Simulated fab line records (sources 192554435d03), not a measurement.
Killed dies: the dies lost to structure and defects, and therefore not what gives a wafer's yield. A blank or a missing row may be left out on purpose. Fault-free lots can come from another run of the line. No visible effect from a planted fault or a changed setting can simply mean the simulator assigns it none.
Comparing a struck lot with a sound one    flow n5_finfet    41 steps out of a route of 1938
Sound: the wafers L383.2, L383.3, L383.5. Struck: wafers L389.1, L389.2, L389.4. At the end, the cause is stated.
For every step that has rows: the tool of each side, followed by ch and its chambers, followed by its first start. Under that, the readings that differ: sound wafers    struck wafers    difference of the means    sigmas: that difference in standard deviations of wafers without a fault.
alike: readings whose means differ by less than 2 such deviations, and words and numbers that are the same on both sides. not compared: withheld readings, readings that some wafer has no value for, bounds like >300 that may hide the same value, and numbers for which the record gives no deviation and whose values overlap.
A row with sigmas, a row that says differs or no value, or rows on one side alone: a step with any of these is where the two part. When numbers do not overlap yet have no deviation, they are printed without sigmas and do not part them. A reading missing from all wafers of one side parts the sides only when that side holds two or more wafers.

first, 12 steps without rows for these wafers: N5_BEOL_M4_SURFACE_TREAT_85; N5_BEOL_M4_CVD_47 (deposits Co from CCTBA/H2, target thk 3 nm, time 223.8 s); N5_BEOL_M4_SPUTTER_48 (material Cu, target thk 4.5 nm, time 8.29 s); N5_BEOL_M4_ANNEAL_49 (time 240 s); N5_BEOL_M4_SPUTTER_79 (material Cu, target thk 4.5 nm, time 8.29 s); N5_BEOL_M4_ANNEAL_80 (time 240 s); N5_BEOL_M4_SPUTTER_81 (material Cu, target thk 4.5 nm, time 8.29 s); N5_BEOL_M4_ANNEAL_82 (time 240 s); N5_BEOL_M4_SPUTTER_86 (material Cu, target thk 4.5 nm, time 8.29 s); N5_BEOL_M4_ANNEAL_87 (time 240 s); N5_BEOL_M4_SPUTTER_88 (material Cu, target thk 4.5 nm, time 8.29 s); N5_BEOL_M4_ANNEAL_89 (time 240 s).
N5_BEOL_M4_SPUTTER_90: material Cu, target thk 4.5 nm, time 8.29 s.
  struck on pvd_sputter-03, day 12 09:20; sound on pvd_sputter-01, day 11 08:03
  alike: chuck_sensor_temp_C, throttle_valve_pct
then, 1 step without rows for these wafers: N5_BEOL_M4_ANNEAL_91 (time 240 s).
N5_BEOL_M4_SPUTTER_92: material Cu, target thk 4.5 nm, time 8.29 s.
  struck on pvd_sputter-03, day 12 09:34; sound on pvd_sputter-01, day 11 08:16
  alike: chuck_sensor_temp_C, throttle_valve_pct
N5_BEOL_M4_ANNEAL_93: time 240 s.
  struck on pvd_sputter-03, day 12 09:38; sound on pvd_sputter-01, day 11 08:21
  alike: heater_power_w
then, 2 steps without rows for these wafers: N5_BEOL_M4_SPUTTER_94 (material Cu, target thk 4.5 nm, time 8.29 s); N5_BEOL_M4_ANNEAL_95 (time 240 s).
N5_BEOL_M4_SPUTTER_96: material Cu, target thk 4.5 nm, time 8.29 s.
  struck on pvd_sputter-03, day 12 10:00; sound on pvd_sputter-01, day 11 08:43
  alike: chuck_sensor_temp_C, throttle_valve_pct
then, 1 step without rows for these wafers: N5_BEOL_M4_ECD_50 (material Cu, target thk 300 nm).
N5_BEOL_M4_ANNEAL_51: time 90 s.
  sound on rtp_anneal-01 ch 0, day 11 08:57; struck on rtp_anneal-02 ch 0, day 12 10:35
  alike: wafer_temp_C_max
then, 5 steps without rows for these wafers: N5_BEOL_M4_CMP_52 (polishes, stops on SiOC, t overpolish 6.8 s, target thk 40 nm); N5_BEOL_M4_PRE_CLEAN_60 (time 15 s); N5_BEOL_M4_CO_CAP_55 (material Co, precursor CCTBA/H2, target thk 2 nm, time 102.1 s); N5_BEOL_M4_PRE_CLEAN_56 (time 15 s); N5_BEOL_M4_DEP_57 (deposits SiCN from 3MS/NH3, target thk 8 nm, time 14 s).
N5_BEOL_M4_RS_MEAS_58: measures by four-point-probe.
  struck on film_metro-01, day 12 11:26; sound on film_metro-01, day 11 09:51
  alike: M4_RS
N5_BEOL_M4_RC_MEAS_101:
  sound on prober-01 ch 0, day 11 10:03; struck on prober-02 ch 0, day 12 11:29
  alike: DIBL_N, DIBL_P, IOFF_N, IOFF_P, ION_N, ION_P, SS_N, SS_P, VT_N, VT_P
then, 2 steps without rows for these wafers: N5_BEOL_M5_ILD_DEP_00 (deposits SiCOH lowk from DEMS/porogen, target thk 140.64 nm, time 25.9 s); N5_BEOL_M5_CURE_79 (cures SiCOH lowk, time 240 s).
N5_BEOL_M5_THK_MEAS_01:
  struck on film_metro-01, day 12 13:02; sound on film_metro-01, day 11 11:26
  alike: M5_ILD_THK
then, 1 step without rows for these wafers: N5_BEOL_M5_PECVD_70 (deposits SiO2 from TEOS/O2, target thk 16 nm, time 18 s).
N5_BEOL_M5_HM_DEP_02: deposits TiN, target thk 20 nm.
  struck on pvd_sputter-01, day 12 14:26; sound on pvd_sputter-03, day 11 11:49
  alike: throttle_valve_pct
then, 7 steps without rows for these wafers: N5_BEOL_M5_COAT_59 (time 60 s, resist thk 60 nm); N5_BEOL_M5_COAT_60 (time 60 s, resist thk 12 nm); N5_BEOL_M5_COAT_71 (time 60 s, resist thk 5 nm); N5_BEOL_M5_COAT_05 (resist thk 30 nm); N5_BEOL_M5_EBR_07; N5_BEOL_M5_SOFTBAKE_06 (time 60 s); N5_BEOL_M5_EXPOSE_08 (exposes mask M5, target cd 28 nm).
-- record jumps: 5 days separate the struck wafers' starts on either side; left off in module BEOL_M5, taken up again in module PASSIVATION, whose first shown step is the route's number 1936 --
N5_PASSIVATION_PROBE_49:
  rows exist in the record for the struck wafers here (prober-01, day 17 03:32), but not for the sound ones

WHERE THEY PART
N5_PASSIVATION_PROBE_49 only, going by this record.

WHY: what had been put in by the simulator
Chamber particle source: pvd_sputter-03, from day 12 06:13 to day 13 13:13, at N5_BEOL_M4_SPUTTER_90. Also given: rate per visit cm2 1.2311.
